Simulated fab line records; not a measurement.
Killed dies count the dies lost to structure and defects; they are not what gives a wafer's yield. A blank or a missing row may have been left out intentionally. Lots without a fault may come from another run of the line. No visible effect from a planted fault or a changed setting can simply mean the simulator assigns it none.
Matching of chambers / flow n5 finfet / N5_BEOL_M0_CUTY_ETCH_62 on rie diel-01: 4 sister chambers
The step etches SiARC in CF4, time 58.5 s. 7 wafers are shown with their chamber, then 8 later ones without.

== EACH WAFER AND ITS CHAMBER ==
wafer=L078.4; chamber=0; drypump motor current A (A)=6.8; showerhead plenum p Torr (Torr)=2.15
wafer=L080.1; chamber=3; drypump motor current A (A)=5.1; showerhead plenum p Torr (Torr)=2.11
wafer=L086.3; chamber=2; drypump motor current A (A)=4.9; showerhead plenum p Torr (Torr)=2.04
wafer=L086.5; chamber=3; drypump motor current A (A)=5.1; showerhead plenum p Torr (Torr)=2.10
wafer=L087.4; chamber=2; drypump motor current A (A)=4.9; showerhead plenum p Torr (Torr)=2.04
wafer=L087.5; chamber=1; drypump motor current A (A)=6.2; showerhead plenum p Torr (Torr)=2.24
wafer=L088.1; chamber=1; drypump motor current A (A)=6.1; showerhead plenum p Torr (Torr)=2.24

== WAFERS MISSING THEIR CHAMBER ==
wafer=L088.3; drypump motor current A (A)=6.8; showerhead plenum p Torr (Torr)=2.14
wafer=L088.6; drypump motor current A (A)=6.1; showerhead plenum p Torr (Torr)=2.24
wafer=L094.2; drypump motor current A (A)=6.2; showerhead plenum p Torr (Torr)=2.24
wafer=L094.4; drypump motor current A (A)=4.9; showerhead plenum p Torr (Torr)=2.04
wafer=L094.6; drypump motor current A (A)=6.2; showerhead plenum p Torr (Torr)=2.24
wafer=L095.1; drypump motor current A (A)=5.1; showerhead plenum p Torr (Torr)=2.10
wafer=L095.4; drypump motor current A (A)=6.1; showerhead plenum p Torr (Torr)=2.24
wafer=L095.5; drypump motor current A (A)=5.1; showerhead plenum p Torr (Torr)=2.10

== THE CHAMBER EACH PASSED THROUGH ==
wafer=L088.3; from the rows above=0; in truth=0
wafer=L088.6; from the rows above=1; in truth=1
wafer=L094.2; from the rows above=1; in truth=1
wafer=L094.4; from the rows above=2; in truth=2
wafer=L094.6; from the rows above=1; in truth=1
wafer=L095.1; from the rows above=3; in truth=3
wafer=L095.4; from the rows above=1; in truth=1
wafer=L095.5; from the rows above=3; in truth=3
Correct placement for 8 of the 8. Number that these rows cannot place: 0. Placed wrongly: 0.
How it was worked out, from the rows above alone: a wafer's distance from a chamber is the root of the sum, over the readings, of the square of ((its reading less the chamber's mean) divided by the reading's scatter). If the next closest chamber is less than 2 further off than the closest, the wafer can't be placed; otherwise it belongs to the closest. For every chamber, the mean is computed from those of its wafers that are shown. How the scatter is found: for the shown wafers, subtract from each reading the mean of its chamber, square and add these, divide the total by (wafers less chambers), then take the root.
